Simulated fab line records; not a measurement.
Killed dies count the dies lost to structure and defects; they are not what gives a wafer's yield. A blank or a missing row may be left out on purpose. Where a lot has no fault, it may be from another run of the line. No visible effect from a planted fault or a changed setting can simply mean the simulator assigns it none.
Chamber matching    flow nand_harc    NHARC_P_CONTACT_CMP_24 on cmp-01: 4 sister chambers
The step polishes, t overpolish 30 s, target thk 200 nm. 4 wafers are shown with their chamber, then 12 later ones without.

WAFERS PAIRED WITH THEIR CHAMBERS
wafer   chamber  motor_current_A (A)
L089.6  2        12.3
L094.2  3        11.9
L094.4  0        10.3
L094.6  1        10.9

WAFERS WITHOUT THEIR CHAMBER
wafer   motor_current_A (A)
L096.1  10.4
L096.2  12.3
L096.3  12.2
L096.4  10.5
L096.5  10.5
L096.6  10.8
L097.1  11.6
L097.3  10.9
L097.5  10.7
L097.2  12.5
L097.4  10.5
L097.6  12.2

WHICH CHAMBER EACH ONE RAN IN
wafer   from the rows above      in truth
L096.1  0                        0
L096.2  2                        2
L096.3  can't be placed: 2 or 3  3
L096.4  can't be placed: 0 or 1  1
L096.5  can't be placed: 0 or 1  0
L096.6  1                        1
L097.1  3                        3
L097.3  1                        1
L097.5  can't be placed: 1 or 0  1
L097.2  2                        2
L097.4  can't be placed: 0 or 1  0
L097.6  can't be placed: 2 or 3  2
Correct placement for 6 of the 12. Unplaceable from these rows: 6, with the true chamber sitting among the candidates in 6. 0 placed wrongly.
How it was worked out, from the rows above alone: a wafer's distance from a chamber is the root of the sum, over the readings, of the square of ((its reading less the chamber's mean) divided by the reading's scatter). If the next closest chamber is less than 2 further off than the closest, the wafer can't be placed; otherwise it belongs to the closest. The mean given for a chamber averages the wafers shown for that chamber. The scatter: root of mean squared gap, hidden wafer to nearest shown wafer, with one shown wafer a chamber.
